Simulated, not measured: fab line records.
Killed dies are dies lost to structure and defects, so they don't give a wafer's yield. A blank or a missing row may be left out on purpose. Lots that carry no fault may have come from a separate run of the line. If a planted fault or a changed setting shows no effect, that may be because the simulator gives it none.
Problem report, 8D (eight disciplines) form, completed by code	flow nand_harc	the parts of the form that need people (team, actions taken, sign-off) are left out

## 1. THE PROBLEM
NHARC_END_SORT_01, killed_dies: mean 373 over 1 wafer from 1 lot; wafers with no fault: 67, standard deviation 17. That is +18 standard deviations from the usual mean.
First observed at day 26 12:49: wafer L837.5, on prober-01. The record holds 3 wafers of 1 lot with a number at this step. Rule for "out" (also "out of limits"): further than 4 standard deviations from the usual mean. The other wafers with a number count as sound.

## 2. WHAT THIS IS AND IS NOT
question	is	is not
which readings at this step	killed_dies, killed_at_array	killed_at_other, killed_at_periphery, killed_open, killed_short
which lots	L837	-
which wafers of those lots	L837.5	L837.1, L837.3
read on which gauges	prober-01	-
when	from day 26 12:49	up to then (2 sound wafers)

## 3. THE SUSPECTS, EACH WITH WHAT RULES IT OUT
Counting: if a tool at a process step up to the reading ran every lot that is out, it stays a suspect. Sound lots after the first of them don't rule it out here, since some wafers of a struck lot are sound.
- the gauge at NHARC_END_SORT_01 has been ruled out. All the wafers that are out were read on prober-01, but those of them that NHARC_A_STAIRCASE_ETCH_223 has rows for are out there too, on other tools.
- plasma_asher-02 at NHARC_A_STAIRCASE_STRIP_205 (strips in O2): kept. It ran the lot that is out, L837 (day 17 09:14).
- rie_diel-08 at NHARC_A_STAIRCASE_DESCUM_219 (chemistry O2, time 3 s): kept. It ran the lot that is out, L837 (day 17 10:36).
- rie_diel-08 at NHARC_A_STAIRCASE_ETCH_223 (etches the open film in C4F8/O2, target depth 100 nm, time 40.5 s): kept. It ran the lot that is out, L837 (day 17 11:04). Its own readings are out on those wafers: run_length_s.
- rie_diel-01 at NHARC_A_STAIRCASE_TRIM_233 (chemistry O2, time 211.2 s): kept. It ran the lot that is out, L837 (day 26 09:37). NHARC_A_STAIRCASE_TRIM_233: start missing for some lots; hours and lot order therefore follow NHARC_END_SORT_01.
- In rie_diel-08 at NHARC_A_STAIRCASE_DESCUM_219, the wafers that are out were processed in chamber 2 and their sound lot-mates in chambers 0, 1.
- In rie_diel-08 at NHARC_A_STAIRCASE_ETCH_223, the wafers that are out were processed in chamber 0 and their sound lot-mates in chambers 1, 2.
Left after counting: plasma_asher-02 at NHARC_A_STAIRCASE_STRIP_205, rie_diel-08 at NHARC_A_STAIRCASE_DESCUM_219, rie_diel-08 at NHARC_A_STAIRCASE_ETCH_223, rie_diel-01 at NHARC_A_STAIRCASE_TRIM_233.

## 4. THE CAUSE (what the simulator had put in)
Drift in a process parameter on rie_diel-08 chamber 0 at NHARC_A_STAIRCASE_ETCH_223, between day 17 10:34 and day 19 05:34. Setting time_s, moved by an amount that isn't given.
4 suspects survive the count, and this tool is in that group.

## 5. THE CHAIN OF EFFECTS, in route order
One row per reading whose mean, taken over the struck wafers that have a number, lies over 3 standard deviations from the usual. Only readings for which the record gives a usual standard deviation are gone through. hours: the time from each lot's start at the first step in this table that gives one to its start at this step, as a median over the lots. sigmas: the change in usual standard deviations.
hours	step	reading	usual	on struck wafers	change	sigmas
0	NHARC_A_STAIRCASE_ETCH_223	run_length_s	61.9 s	72.9	+11.0	+22
218	NHARC_END_SORT_01	killed_at_array	62	373	+311	+17
218	NHARC_END_SORT_01	killed_dies	67	373	+306	+18
Process steps it contains:
- NHARC_A_STAIRCASE_ETCH_223: etches the open film in C4F8/O2, target depth 100 nm, time 40.5 s.

## 6. WHAT WOULD HAVE CAUGHT IT SOONER
In this record the first reading out of limits at a measuring or inspecting step was taken at day 26 12:49, 218 hours after the fault began at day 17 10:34.
Tool's own readings at NHARC_A_STAIRCASE_ETCH_223, run_length_s: out on all struck wafers the step has rows for; an alarm limit on them would have tripped on the first.
All the lots that are out (1) had begun NHARC_A_STAIRCASE_ETCH_223 on rie_diel-08 by day 26 12:49. Tool hold at that time: it would have spared none of them.
